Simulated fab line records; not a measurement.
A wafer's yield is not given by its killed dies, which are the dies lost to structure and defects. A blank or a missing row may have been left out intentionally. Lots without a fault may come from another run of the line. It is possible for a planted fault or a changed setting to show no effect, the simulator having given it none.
fab line records	flow n5Finfet
record lots=9	wafers=27	lastDay=19
route steps=1938 shown SD_EPI_N@288 SD_EPI_P@306 SD_ACTIVATION@330 ILD0@339 BEOL_M4@1111 PASSIVATION@1936
lots that met no fault: taken from a fault-free run of the same line
startH: hours from the record's first day to the start of the lot's first wafer shown	waitH: time in hours since the lot's previous step	" unchanged from the row above	L1.1+2: one row covering several wafers at once	- no value present, or no start provided	* or withheld: withheld	< > ~ a bound
route shown NAME@n: a module of which the file shows steps, and the number in the route of the first	usual: mean/standard deviation of fault-free wafers	same: alike in all rows	chamber/n: place in a boat	sites: each site's reading	_std_site: the standard deviation of these	_edge_site: outer sites' mean less inner sites'	radiusMm: how far each site lies from the wafer's centre	mask NAME#n: copy n	behind: the most recent tool/chamber to have shaped the wafer	hold: what put the lot on hold/how long, in hours/how the hold closed	device: names the non-switching transistor (n, p or np)	end of line: the route-end tests of the same wafers	a step without rows: its recipe alone	killed: at the first sort, the dies lost to defects and structure; wafer yield is something else	map: per-die view of a wafer (x killed, . not killed, _ where there is no die)
set.NAME: setting as actually run; set.NAME@STEP: the setting as run at that earlier step	model.NAME: the simulator's own value behind a step, which no gauge read
one table for each step of the route and one row for each wafer, over a sample of lots
services: from which hour (startH, from the record's first day; less than 0 if before it) a tool's chamber was out of use, for how many hours, and why
## steps
# step N5_SD_EPI_N_EPI_21
# recipe material=Si:P	dopant=P	tempC=680	pressureTorr=255	timeS=690
# same epiGrowthTimeS=690
lot.wafer	tool	chamber	startH	waitH
L954.3+4+5	epiRpcvd-04	0	73.66	0.7
L956.3+4+6	epiRpcvd-04	0	82.95	0.8
L957.2+4+6	epiRpcvd-04	0	87.55	0.4
L959.1+4+6	epiRpcvd-04	0	102.52	0.1
L963.2+3+4	epiRpcvd-02	0	124.69	0.4
L966.1+3+4	epiRpcvd-02	0	141.33	0.1
L969.1+3+6	epiRpcvd-03	0	159.95	0.1
L971.2+3+6	epiRpcvd-04	0	174.74	0.4
L972.1+2+3	epiRpcvd-02	0	176.16	0.1
# step N5_SD_EPI_P_DESCUM_14
# recipe chemistry=O2	timeS=7.9	sourcePowerW=50	biasPowerW=20	pressureMtorr=20	rfFrequencyHz=2.712e+07	tempC=40	resist=CAR-ArF-block	o2FlowSccm=225
# usual drypumpMotorCurrentA=5.6/0.5	oesProductAu=0.80/0.086	rfVppV=243.3/1.4	showerheadPlenumPTorr=2.11/0.075	tempC=39.97/0.11	throttleValvePct=20.50/0.22
lot.wafer	tool	chamber	startH	waitH	drypumpMotorCurrentA	oesProductAu	rfHoursCounterH	rfVppV	showerheadPlenumPTorr	tempC	throttleValvePct
L954.3	rieDiel-01	1	75.96	0.0	6.1	0.74	-	244.1	2.20	39.99	20.49
L954.4	"	2	"	"	5.1	0.92	-	244.3	2.15	39.97	20.24
L954.5	"	2	"	"	5.1	0.93	-	242.6	2.15	39.64	20.24
L956.3	rieDiel-01	0	85.46	0.0	6.1	0.72	227	242.5	2.14	39.76	20.73
L956.4	"	1	"	"	6.1	0.74	-	243.8	2.20	39.80	20.49
L956.6	"	0	"	"	6.1	0.71	-	244.7	2.14	39.72	20.73
L957.2	rieDiel-01	0	90.63	0.1	6.1	0.72	229	244.6	2.14	40.14	20.74
L957.4	"	2	"	"	5.1	0.90	-	243.3	2.15	40.11	20.25
L957.6	"	0	"	"	6.1	0.72	-	244.7	2.14	40.03	20.73
L959.1	rieDiel-05	0	106.22	0.0	4.7	0.73	170	243.4	2.18	39.94	20.66
L959.4	"	3	"	"	5.0	0.91	19	243.0	2.03	39.92	20.17
L959.6	"	2	"	"	5.5	0.79	-	241.2	2.04	39.82	20.61
L963.2	rieDiel-04	2	127.17	0.2	5.5	0.78	115	242.4	2.00	40.10	20.13
L963.3	"	1	"	"	5.7	0.89	41	242.6	2.05	40.04	20.52
L963.4	"	0	"	"	5.8	0.72	-	242.9	2.06	40.02	20.56
L966.1	rieDiel-05	2	144.43	0.0	5.5	0.79	130	240.5	2.04	39.71	20.63
L966.3	"	1	"	"	5.9	0.90	40	245.4	2.23	39.81	20.70
L966.4	"	0	"	"	4.7	0.73	183	245.1	2.18	39.88	20.69
L969.1	rieDiel-05	1	162.73	0.0	5.9	0.89	45	244.8	2.23	40.18	20.72
L969.3	"	3	"	"	5.0	0.87	36	242.4	2.03	39.83	20.19
L969.6	"	0	"	"	4.7	0.72	-	245.2	2.18	39.91	20.69
L971.2	rieDiel-05	1	177.14	0.0	5.9	0.88	49	244.8	2.23	39.91	20.71
L971.3	"	0	"	"	4.7	0.72	191	245.2	2.18	39.90	20.70
L971.6	"	0	"	"	4.7	0.72	-	243.6	2.18	39.78	20.69
L972.1	rieDiel-01	2	179.63	0.0	5.1	0.85	47	242.7	2.14	40.06	20.28
L972.2	"	1	"	"	6.2	0.72	201	244.4	2.19	40.02	20.56
L972.3	"	0	"	"	6.1	0.69	244	244.4	2.13	40.06	20.76
# step N5_SD_ACTIVATION_RTA_00
# recipe tempC=975	timeS=0	ambient=N2	idleTempC=600	rampUpCPerS=150	rampDownCPerS=60	coolToC=600
# usual lampPowerPct=8.97/0.054	wafer_temp_C_max=975.0/2.2
lot.wafer	tool	chamber	startH	waitH	lampPowerPct	wafer_temp_C_max
L954.3	rtpAnneal-01	0	82.04	0.1	9.00	974.8
L954.4	"	0	"	"	8.97	972.4
L954.5	"	0	"	"	8.93	974.4
L956.3	rtpAnneal-01	0	89.36	0.2	9.01	975.5
L956.4	"	0	"	"	8.93	978.8
L956.6	"	0	"	"	8.96	979.5
L957.2	rtpAnneal-01	0	94.79	0.2	9.03	977.5
L957.4	"	0	"	"	8.97	971.3
L957.6	"	0	"	"	8.99	977.4
L959.1	rtpAnneal-01	0	110.81	0.0	8.87	974.8
L959.4	"	0	"	"	9.04	981.1
L959.6	"	0	"	"	8.98	972.7
L963.2	rtpAnneal-01	0	131.93	0.1	8.96	972.2
L963.3	"	0	"	"	9.00	972.8
L963.4	"	0	"	"	8.94	975.1
L966.1	rtpAnneal-02	0	148.17	0.0	8.92	976.9
L966.3	"	0	"	"	8.98	971.4
L966.4	"	0	"	"	8.97	972.1
L969.1	rtpAnneal-01	0	166.49	0.0	9.03	976.8
L969.3	"	0	"	"	8.99	971.4
L969.6	"	0	"	"	9.09	973.7
L971.2	rtpAnneal-01	0	180.92	0.1	8.93	977.0
L971.3	"	0	"	"	8.94	973.4
L971.6	"	0	"	"	8.94	976.3
L972.1	rtpAnneal-02	0	183.40	0.0	8.94	980.8
L972.2	"	0	"	"	8.93	973.1
L972.3	"	0	"	"	9.03	975.7
# step N5_SD_ACTIVATION_RS_MEAS_03
# recipe thkMeasGauge=four-point-probe
# usual RS_SD_N=21.81/0.28	RS_SD_P=55.8/0.85
lot.wafer	tool	chamber	startH	waitH	RS_SD_N[ohm/sq]	RS_SD_P[ohm/sq]
L954.3	filmMetro-01	-	82.42	0.2	21.78	54.4
L954.4	"	-	"	"	21.85	54.9
L954.5	"	-	"	"	21.72	54.7
L956.3	filmMetro-01	-	89.76	0.2	21.93	56.0
L956.4	"	-	"	"	21.70	56.3
L956.6	"	-	"	"	21.70	55.3
L957.2	filmMetro-02	-	95.20	0.2	23.70	56.3
L957.4	"	-	"	"	23.97	56.2
L957.6	"	-	"	"	23.83	56.3
L959.1	filmMetro-01	-	111.22	0.2	23.19	56.6
L959.4	"	-	"	"	23.27	56.7
L959.6	"	-	"	"	23.05	56.6
L963.2	filmMetro-01	-	132.32	0.2	21.95	57.0
L963.3	"	-	"	"	22.22	57.5
L963.4	"	-	"	"	22.20	57.1
L966.1	filmMetro-01	-	148.58	0.2	21.39	54.3
L966.3	"	-	"	"	21.44	55.5
L966.4	"	-	"	"	21.23	56.4
L969.1	filmMetro-01	-	166.89	0.2	21.57	56.2
L969.3	"	-	"	"	21.91	55.6
L969.6	"	-	"	"	21.28	57.2
L971.2	filmMetro-02	-	181.31	0.2	21.84	56.2
L971.3	"	-	"	"	21.81	55.6
L971.6	"	-	"	"	22.21	56.1
L972.1	filmMetro-01	-	183.83	0.2	21.59	56.3
L972.2	"	-	"	"	22.35	56.4
L972.3	"	-	"	"	22.25	56.5
# step N5_ILD0_THK_MEAS_04
# usual thkNm=197.3/0.96
lot.wafer	tool	chamber	startH	waitH	thkNm
L954.3	filmMetro-01	-	85.40	-	197.9
L954.4	"	-	"	"	197.5
L954.5	"	-	"	"	197.4
L956.3	filmMetro-02	-	92.82	-	197.8
L956.4	"	-	"	"	197.4
L956.6	"	-	"	"	199.6
L957.2	filmMetro-02	-	98.92	-	198.3
L957.4	"	-	"	"	198.5
L957.6	"	-	"	"	197.5
L959.1	filmMetro-02	-	114.26	-	198.6
L959.4	"	-	"	"	197.5
L959.6	"	-	"	"	198.5
L963.2	filmMetro-01	-	135.33	-	196.5
L963.3	"	-	"	"	197.0
L963.4	"	-	"	"	197.1
L966.1	filmMetro-02	-	151.95	-	196.7
L966.3	"	-	"	"	195.7
L966.4	"	-	"	"	199.0
L969.1	filmMetro-01	-	169.91	-	197.3
L969.3	"	-	"	"	197.3
L969.6	"	-	"	"	196.6
L971.2	filmMetro-02	-	184.35	-	198.8
L971.3	"	-	"	"	198.0
L971.6	"	-	"	"	198.3
L972.1	filmMetro-02	-	186.93	-	198.0
L972.2	"	-	"	"	196.0
L972.3	"	-	"	"	194.6
# step N5_BEOL_M4_RC_MEAS_101
# usual DIBL_N=36.3/1.6	DIBL_P=36.4/2.1	IOFF_N=0.16/0.032	IOFF_P=0.22/0.044	ION_N=675/12	ION_P=463/8.3	RC_DENSE_N=18.8/0.39	RC_N=15.4/0.31	REXT_N=75.2/1.4	RS_SD_N=28.2/0.38	SS_N=71.6/0.64	SS_P=73.3/0.67	VT_N=250/3.3	VT_P=-250/3.7
lot.wafer	tool	chamber	startH	waitH	DIBL_N[mV/V]	DIBL_P[mV/V]	IOFF_N[nA/um]	IOFF_P[nA/um]	ION_N[uA/um]	ION_P[uA/um]	RC_DENSE_N[ohm.um]	RC_N[ohm.um]	REXT_N[ohm.um]	RS_SD_N[ohm/sq]	SS_N[mV/dec]	SS_P[mV/dec]	VT_N[mV]	VT_P[mV]
L954.3	prober-02	0	226.43	0.3	38.8	38.2	0.18	0.23	684	466	19.7	15.9	76.6	28.1	71.7	73.9	252	-247
L954.4	"	0	"	"	35.0	33.1	0.12	0.16	666	455	19.2	15.8	75.8	28.1	70.6	73.1	256	-255
L954.5	"	0	"	"	36.4	35.1	0.15	0.20	686	464	19.5	15.8	75.1	28.2	71.9	73.5	251	-251
L957.2	prober-01	0	231.91	0.2	34.0	36.4	0.13	0.22	661	465	20.2	16.5	83.5	30.4	71.1	73.5	252	-251
L957.4	"	0	"	"	34.1	36.0	0.12	0.21	651	457	20.0	16.2	82.7	31.2	71.5	72.9	255	-248
L957.6	"	0	"	"	33.1	34.5	0.11	0.18	646	451	20.4	16.9	82.9	30.7	71.4	73.5	257	-250
L956.3	prober-02	0	232.50	0.3	36.3	35.5	0.15	0.19	674	463	19.1	15.7	75.0	28.5	70.6	73.7	251	-251
L956.4	"	0	"	"	35.1	33.6	0.13	0.17	667	462	18.6	15.2	73.8	28.1	70.5	73.0	250	-252
L956.6	"	0	"	"	37.4	36.4	0.18	0.21	694	471	18.5	15.1	73.3	28.4	71.2	72.5	246	-254
L959.1	prober-01	0	254.70	0.0	37.1	39.0	0.16	0.32	647	472	21.2	17.2	83.5	30.2	72.9	73.9	252	-242
L959.4	"	0	"	"	36.6	39.1	0.15	0.32	665	477	19.9	16.2	82.8	29.5	71.4	73.5	252	-244
L959.6	"	0	"	"	36.2	37.9	0.15	0.31	668	484	20.9	17.2	82.1	29.9	71.9	73.8	251	-240
L963.2	prober-01	0	279.55	0.2	37.1	37.6	0.17	0.23	692	464	18.2	14.9	74.9	29.0	72.2	73.9	248	-250
L963.3	"	0	"	"	36.7	35.7	0.15	0.19	681	456	18.2	15.0	74.9	28.8	71.4	72.4	250	-252
L963.4	"	0	"	"	35.6	34.2	0.13	0.18	670	453	19.0	15.4	75.6	28.4	71.1	72.9	251	-253
L966.1	prober-02	0	306.11	0.7	34.7	35.1	0.14	0.20	663	458	18.9	15.5	75.5	27.8	71.4	73.7	253	-253
L966.3	"	0	"	"	33.1	33.9	0.11	0.18	651	457	19.2	15.4	77.4	27.8	71.3	73.1	257	-252
L966.4	"	0	"	"	35.3	35.8	0.15	0.20	668	462	19.2	15.7	77.3	27.9	71.0	74.1	251	-251
L971.2	prober-01	0	321.76	0.2	34.4	34.3	0.15	0.21	678	465	18.8	15.4	75.0	28.1	71.0	72.0	246	-247
L971.3	"	0	"	"	35.5	36.6	0.17	0.25	699	479	19.0	15.5	75.9	28.3	72.3	73.0	247	-246
L971.6	"	0	"	"	38.4	40.4	0.24	0.32	690	468	18.2	14.9	75.9	28.8	72.9	74.0	243	-243
L969.1	prober-02	0	323.48	0.0	34.9	35.0	0.14	0.19	666	465	18.6	15.3	76.6	28.2	71.3	72.3	251	-251
L969.3	"	0	"	"	37.0	37.8	0.18	0.24	681	469	18.5	15.2	77.4	28.4	71.4	73.3	246	-247
L969.6	"	0	"	"	37.3	37.6	0.18	0.23	685	467	18.7	15.1	76.4	28.2	71.3	73.4	244	-249
L972.1	prober-02	0	350.85	0.0	35.6	35.1	0.12	0.18	648	450	18.9	15.6	76.4	28.0	71.4	73.4	255	-253
L972.2	"	0	"	"	34.9	34.2	0.12	0.17	672	464	19.0	15.5	75.7	28.7	70.7	73.2	254	-251
L972.3	"	0	"	"	36.8	35.7	0.14	0.19	667	461	18.9	15.4	76.1	28.6	70.9	72.4	252	-253
# step N5_PASSIVATION_PROBE_49
# usual defectLimitedYield=91.4/1.2	killed_at_M0_to_M3=35/11	killed_at_M4_up=14/6	killedAtContacts=12/6.7	killedAtFrontEnd=37/9.7	killedAtOther=3.5/2.5	killedDies=102/15	killedOpen=67/12	killedShort=33/7.3	sort_bin_5_function=5.1/0.81	sort_bin_6_memory=3.2/0.65	sort_bin_8_speed=0.00/0.021	sortNPass=1078/15	sortYieldPct=91.4/1.2
# same grossDies=1180	killedAtBackSide=0	sort_bin_4_leakage[%]=0
lot.wafer	tool	chamber	startH	waitH	defectLimitedYield[%]	killed_at_M0_to_M3	killed_at_M4_up	killedAtContacts	killedAtFrontEnd	killedAtOther	killedDies	killedOpen	killedShort	sort_bin_5_function[%]	sort_bin_6_memory[%]	sort_bin_8_speed[%]	sortNPass	sortYieldPct[%]
L956.3	prober-01	-	345.56	0.1	90.6	38	13	8	47	5	111	70	40	5.0	4.1	0	1069	90.6
L956.4	prober-01	-	345.61	0.2	90.5	47	3	3	53	6	112	68	44	5.2	3.5	0	1068	90.5
L956.6	prober-01	-	345.71	0.3	92.1	24	13	6	41	9	93	56	35	4.8	3.1	0	1087	92.1
L954.3	prober-01	-	353.66	0.1	93.7	9	14	3	44	4	74	52	22	3.4	2.6	0	1106	93.7
L954.4	prober-01	-	353.71	0.2	91.6	32	15	13	35	4	99	65	31	5.3	3.1	0	1081	91.6
L954.5	prober-01	-	353.76	0.2	92.7	27	11	10	37	1	86	49	36	4.2	2.9	0	1094	92.7
L957.2	prober-01	-	354.99	0.1	90.8	34	18	5	47	5	109	77	32	5.5	3.7	0	1071	90.8
L957.4	prober-01	-	355.09	0.2	91.7	32	11	14	39	2	98	73	24	5.1	3.0	0	1082	91.7
L957.6	prober-01	-	355.19	0.3	91.9	33	22	4	36	1	96	63	31	4.6	3.1	0.34	1080	91.5
L959.1	prober-01	-	372.77	0.0	93.4	16	12	2	46	2	78	50	27	4.0	2.3	0	1102	93.4
L959.4	prober-01	-	372.92	0.2	91.3	36	17	15	35	0	103	70	33	5.8	2.6	0	1077	91.3
L959.6	prober-01	-	373.02	0.3	92.2	36	16	12	24	4	92	57	34	4.4	2.9	0	1088	92.2
L963.2	prober-02	-	381.59	0.3	91.3	32	30	12	25	4	103	70	33	5.6	2.8	0	1077	91.3
L963.3	prober-02	-	381.64	0.4	90.8	35	23	14	26	10	108	78	29	5.3	3.5	0	1072	90.8
L963.4	prober-02	-	381.69	0.4	93.7	31	10	4	28	1	74	46	27	3.8	2.3	0	1106	93.7
L971.2	prober-02	-	414.35	0.1	92.7	23	11	7	39	6	86	56	26	4.9	2.1	0	1094	92.7
L971.3	prober-02	-	414.40	0.1	91.4	24	6	4	61	7	102	69	33	4.5	3.7	0	1078	91.4
L971.6	prober-02	-	414.55	0.3	90.8	32	12	6	57	1	108	74	31	5.5	3.2	0	1072	90.8
L966.1	prober-01	-	416.27	0.0	92.0	37	5	21	23	8	94	55	38	4.2	3.2	0	1086	92.0
L966.3	prober-01	-	416.37	0.1	92.0	27	10	9	39	9	94	57	37	4.0	3.7	0	1086	92.0
L966.4	prober-01	-	416.42	0.2	91.2	34	16	8	35	11	104	69	35	5.4	3.4	0	1076	91.2
L969.1	prober-02	-	425.76	0.0	90.0	40	9	19	47	3	118	62	56	5.6	4.1	0	1062	90.0
L969.3	prober-02	-	425.86	0.1	88.6	64	10	10	49	2	135	97	38	6.8	4.3	0	1045	88.6
L969.6	prober-02	-	426.01	0.3	91.4	52	9	7	27	7	102	70	32	4.8	3.6	0	1078	91.4
L972.1	prober-01	-	460.16	0.0	94.0	21	6	7	37	0	71	44	19	3.1	1.8	0	1109	94.0
L972.2	prober-01	-	460.21	0.1	93.8	29	8	3	32	1	73	46	26	4.8	1.0	0	1107	93.8
L972.3	prober-01	-	460.26	0.1	93.1	18	6	4	52	2	82	53	28	3.1	3.6	0	1098	93.1
# killed by level:class
L956.3 FIN_SAQP:geometricParticle:open=10 STI_FIN_REVEAL:geometricParticle:open=10 BEOL_M2:geometricParticle:open=10 MOL_CONTACT_COAG:geometricParticle:open=7 BEOL_M0_SAQP:geometricParticle:open=6 BEOL_M3:geometricParticle:open=6 BEOL_M4:geometricParticle:short=5 FIN_SAQP:geometricParticle:short=4
L956.4 STI_FIN_REVEAL:geometricParticle:open=20 BEOL_M0_SAQP:geometricParticle:open=11 BEOL_M0_SAQP:geometricParticle:short=10 FIN_SAQP:geometricParticle:open=9 BEOL_M3:geometricParticle:open=9 BEOL_M3:geometricParticle:short=7 FIN_SAQP:geometricParticle:short=6 BEOL_M2:geometricParticle:open=5
L956.6 STI_FIN_REVEAL:geometricParticle:open=9 FIN_SAQP:geometricParticle:open=8 BEOL_M0_SAQP:geometricParticle:short=8 FIN_SAQP:geometricParticle:short=7 MOL_CONTACT_COAG:geometricParticle:open=5 BEOL_M2:geometricParticle:open=5 BEOL_M3:geometricParticle:open=5 STI_FIN_REVEAL:geometricParticle:short=4
L954.3 FIN_SAQP:geometricParticle:open=14 STI_FIN_REVEAL:geometricParticle:open=7 BEOL_M4:geometricParticle:open=7 FIN_SAQP:geometricParticle:short=6 STARTING-WAFER:geometricParticle:open=4 ILD0:geometricParticle:open=3 BEOL_M0_SAQP:geometricParticle:open=3 ILD0:geometricParticle:short=2
L954.4 FIN_SAQP:geometricParticle:open=14 BEOL_M3:geometricParticle:open=11 MOL_CONTACT_COAG:geometricParticle:open=9 BEOL_M2:geometricParticle:open=6 GATE_CUT:geometricParticle:short=5 BEOL_M0_SAQP:geometricParticle:short=5 BEOL_M4:geometricParticle:open=5 MOL_CONTACT_COAG:geometricParticle:short=4
L954.5 FIN_SAQP:geometricParticle:short=9 MOL_CONTACT_COAG:geometricParticle:open=9 BEOL_M0_SAQP:geometricParticle:short=8 GATE_CUT:geometricParticle:short=7 BEOL_M2:geometricParticle:open=6 FIN_SAQP:geometricParticle:open=5 STI_FIN_REVEAL:geometricParticle:open=5 ILD0:geometricParticle:short=3
L957.2 FIN_SAQP:geometricParticle:open=15 BEOL_M4:geometricParticle:open=12 STI_FIN_REVEAL:geometricParticle:open=11 FIN_SAQP:geometricParticle:short=8 BEOL_M3:geometricParticle:open=8 BEOL_M0_SAQP:geometricParticle:short=7 GATE_CUT:geometricParticle:short=5 MOL_CONTACT_COAG:geometricParticle:open=5
L957.4 MOL_CONTACT_COAG:geometricParticle:open=13 BEOL_M3:geometricParticle:open=11 DUMMY_GATE:geometricParticle:open=7 BEOL_M0_SAQP:geometricParticle:open=7 STARTING-WAFER:geometricParticle:open=7 BEOL_M4:geometricParticle:open=5 FIN_SAQP:geometricParticle:open=4 GATE_CUT:geometricParticle:short=4
L957.6 BEOL_M4:geometricParticle:open=14 BEOL_M0_SAQP:geometricParticle:open=13 BEOL_M0_SAQP:geometricParticle:short=12 STI_FIN_REVEAL:geometricParticle:open=8 FIN_SAQP:geometricParticle:open=5 GATE_CUT:geometricParticle:short=5 FIN_SAQP:geometricParticle:short=4 MOL_CONTACT_COAG:geometricParticle:open=4
L959.1 STI_FIN_REVEAL:geometricParticle:open=11 FIN_SAQP:geometricParticle:short=8 FIN_SAQP:geometricParticle:open=5 DUMMY_GATE:geometricParticle:open=5 ILD0:geometricParticle:open=5 BEOL_M1:geometricParticle:open=5 BEOL_M4:geometricParticle:open=4 STI_FIN_REVEAL:geometricParticle:short=3
L959.4 MOL_CONTACT_COAG:geometricParticle:open=14 BEOL_M0_SAQP:geometricParticle:open=13 BEOL_M4:geometricParticle:open=9 FIN_SAQP:geometricParticle:short=7 BEOL_M0_SAQP:geometricParticle:short=6 FIN_SAQP:geometricParticle:open=5 DUMMY_GATE:geometricParticle:open=5 BEOL_M3:geometricParticle:open=4
L959.6 MOL_CONTACT_COAG:geometricParticle:open=10 BEOL_M0_SAQP:geometricParticle:short=10 BEOL_M0_SAQP:geometricParticle:open=6 BEOL_M8:geometricParticle:open=5 STI_FIN_REVEAL:geometricParticle:open=4 BEOL_M0:geometricParticle:open=4 BEOL_M2:geometricParticle:open=4 FIN_SAQP:geometricParticle:short=3
L963.2 BEOL_M4:geometricParticle:open=14 MOL_CONTACT_COAG:geometricParticle:open=11 BEOL_M0_SAQP:geometricParticle:short=10 BEOL_M3:geometricParticle:open=6 FIN_SAQP:geometricParticle:open=5 STI_FIN_REVEAL:geometricParticle:open=5 FIN_SAQP:geometricParticle:short=4 BEOL_M0_SAQP:geometricParticle:open=4
L963.3 BEOL_M4:geometricParticle:open=15 BEOL_M3:geometricParticle:open=14 STI_FIN_REVEAL:geometricParticle:open=11 MOL_CONTACT_COAG:geometricParticle:open=10 BEOL_M0_SAQP:geometricParticle:open=6 BEOL_M1:geometricParticle:open=5 PASS1_CAP:geometricParticle:short=5 FIN_SAQP:geometricParticle:open=4
L963.4 FIN_SAQP:geometricParticle:short=9 BEOL_M0_SAQP:geometricParticle:open=5 BEOL_M1:geometricParticle:open=5 BEOL_M3:geometricParticle:open=5 FIN_SAQP:geometricParticle:open=4 STI_FIN_REVEAL:geometricParticle:open=4 BEOL_M0:geometricParticle:open=4 BEOL_M2:geometricParticle:open=4
L971.2 FIN_SAQP:geometricParticle:open=15 BEOL_M2:geometricParticle:open=9 FIN_SAQP:geometricParticle:short=5 DUMMY_GATE:geometricParticle:open=5 MOL_CONTACT_COAG:geometricParticle:open=5 BEOL_M4:geometricParticle:open=4 MIM_TOP_ETCH:coatMicrobubblePrinted=4 GATE_CUT:geometricParticle:short=3
L971.3 FIN_SAQP:geometricParticle:open=31 BEOL_M1:geometricParticle:open=8 FIN_SAQP:geometricParticle:short=6 DUMMY_GATE:geometricParticle:open=6 GATE_CUT:geometricParticle:short=5 BEOL_M3:geometricParticle:open=5 MOL_CONTACT_COAG:geometricParticle:open=4 BEOL_M3:geometricParticle:short=4
L971.6 FIN_SAQP:geometricParticle:open=29 BEOL_M0_SAQP:geometricParticle:short=7 FIN_SAQP:geometricParticle:short=6 DUMMY_GATE:geometricParticle:open=6 BEOL_M2:geometricParticle:open=6 MOL_CONTACT_COAG:geometricParticle:open=6 BEOL_M0_SAQP:geometricParticle:open=6 BEOL_M3:geometricParticle:short=6
L966.1 MOL_CONTACT_COAG:geometricParticle:open=15 BEOL_M0_SAQP:geometricParticle:open=13 BEOL_M0_SAQP:geometricParticle:short=11 STARTING-WAFER:geometricParticle:short=7 MOL_CONTACT_COAG:geometricParticle:short=6 FIN_SAQP:geometricParticle:open=4 STI_FIN_REVEAL:geometricParticle:open=3 BEOL_M0:geometricParticle:open=3
L966.3 STI_FIN_REVEAL:geometricParticle:open=11 BEOL_M3:geometricParticle:open=10 FIN_SAQP:geometricParticle:open=7 BEOL_M0_SAQP:geometricParticle:short=6 BEOL_M4:geometricParticle:open=6 STARTING-WAFER:geometricParticle:short=6 FIN_SAQP:geometricParticle:short=5 MOL_CONTACT_COAG:geometricParticle:open=5
L966.4 BEOL_M0_SAQP:geometricParticle:open=13 STI_FIN_REVEAL:geometricParticle:open=11 BEOL_M0_SAQP:geometricParticle:short=8 MOL_CONTACT_COAG:geometricParticle:open=7 BEOL_M4:geometricParticle:open=6 FIN_SAQP:geometricParticle:short=5 FIN_SAQP:geometricParticle:open=5 DUMMY_GATE:geometricParticle:open=5
L969.1 MOL_CONTACT_COAG:geometricParticle:open=16 BEOL_M0_SAQP:geometricParticle:short=16 BEOL_M0_SAQP:geometricParticle:open=14 FIN_SAQP:geometricParticle:short=10 STARTING-WAFER:geometricParticle:short=7 GATE_CUT:geometricParticle:short=5 BEOL_M4:geometricParticle:open=5 FIN_SAQP:geometricParticle:open=4
L969.3 BEOL_M0_SAQP:geometricParticle:open=16 BEOL_M1:geometricParticle:open=12 BEOL_M0_SAQP:geometricParticle:short=10 FIN_SAQP:geometricParticle:open=9 STI_FIN_REVEAL:geometricParticle:open=9 BEOL_M3:geometricParticle:open=9 DUMMY_GATE:geometricParticle:open=8 MOL_CONTACT_COAG:geometricParticle:open=8
L969.6 BEOL_M0_SAQP:geometricParticle:open=17 BEOL_M0_SAQP:geometricParticle:short=9 BEOL_M3:geometricParticle:open=8 BEOL_M1:geometricParticle:open=7 GATE_CUT:geometricParticle:open=6 BEOL_M3:geometricParticle:short=5 FIN_SAQP:geometricParticle:open=4 MOL_CONTACT_COAG:geometricParticle:open=4
L972.1 STI_FIN_REVEAL:geometricParticle:open=9 FIN_SAQP:geometricParticle:open=8 HKMG_FIN:areaEtch=7 MOL_CONTACT_COAG:geometricParticle:open=6 BEOL_M0_SAQP:geometricParticle:open=5 BEOL_M1:geometricParticle:short=4 FIN_SAQP:geometricParticle:short=4 BEOL_M2:geometricParticle:open=4
L972.2 STI_FIN_REVEAL:geometricParticle:open=10 BEOL_M3:geometricParticle:open=10 FIN_SAQP:geometricParticle:open=7 FIN_SAQP:geometricParticle:short=6 STI_FIN_REVEAL:geometricParticle:short=5 BEOL_M0_SAQP:geometricParticle:short=5 BEOL_M2:geometricParticle:open=4 BEOL_M0_SAQP:geometricParticle:open=3
L972.3 FIN_SAQP:geometricParticle:short=14 STI_FIN_REVEAL:geometricParticle:open=12 FIN_SAQP:geometricParticle:open=10 BEOL_M3:geometricParticle:open=5 BEOL_M4:geometricParticle:open=5 STI_FIN_REVEAL:geometricParticle:short=4 DUMMY_GATE:geometricParticle:open=3 BEOL_M1:geometricParticle:open=3
## services
tool	chamber	startH	hours	kind
rtpAnneal-02	-	62.82	5.4	pm
rtpAnneal-01	-	68.38	2.8	pm
rtpAnneal-02	-	71.78	2.9	repair
rieDiel-01	3	75.10	-	clean
rieDiel-01	3	75.10	-	consumableReplace:focusRing
rieDiel-01	3	75.10	18.7	scheduledDown
rieDiel-01	3	75.10	18.7	ventCycle
rieDiel-01	0	75.56	1.7	repair
rieDiel-05	1	80.42	9.3	repair
rieDiel-04	2	105.37	13.3	repair
rieDiel-01	0	117.38	36.7	repair
epiRpcvd-03	-	132.58	1.4	repair
rieDiel-01	3	160.50	4.9	repair
## key
firstSign step=N5_SD_ACTIVATION_RS_MEAS_03	reading=RS_SD_N	direction=up	sigmas=6.1	usual=21.81	struck=23.50
effect step=N5_BEOL_M4_RC_MEAS_101	reading=REXT_N	direction=up	sigmas=5.6	usual=75.2	struck=82.9
effect step=N5_BEOL_M4_RC_MEAS_101	reading=RS_SD_N	direction=up	sigmas=5.6	usual=28.2	struck=30.3
effect step=N5_BEOL_M4_RC_MEAS_101	reading=RC_N	direction=up	sigmas=4.3	usual=15.4	struck=16.7
effect step=N5_BEOL_M4_RC_MEAS_101	reading=RC_DENSE_N	direction=up	sigmas=4.1	usual=18.8	struck=20.4
effect step=N5_BEOL_M4_RC_MEAS_101	reading=ION_N	direction=down	sigmas=1.6	usual=675	struck=656
metAt N5_SD_EPI_N_EPI_21
struckLots L957,L959
notActingAt N5_SD_EPI_P_DESCUM_14,N5_SD_ACTIVATION_RTA_00,N5_ILD0_THK_MEAS_04
onsetBetween 82.95 87.55
fault kind=processParameterDrift	tool=epiRpcvd-04	chamber=-	onsetH=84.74	steps=N5_SD_EPI_N_EPI_21	channel=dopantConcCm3	offset=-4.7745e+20	shape=step	endH=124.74	stated=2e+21
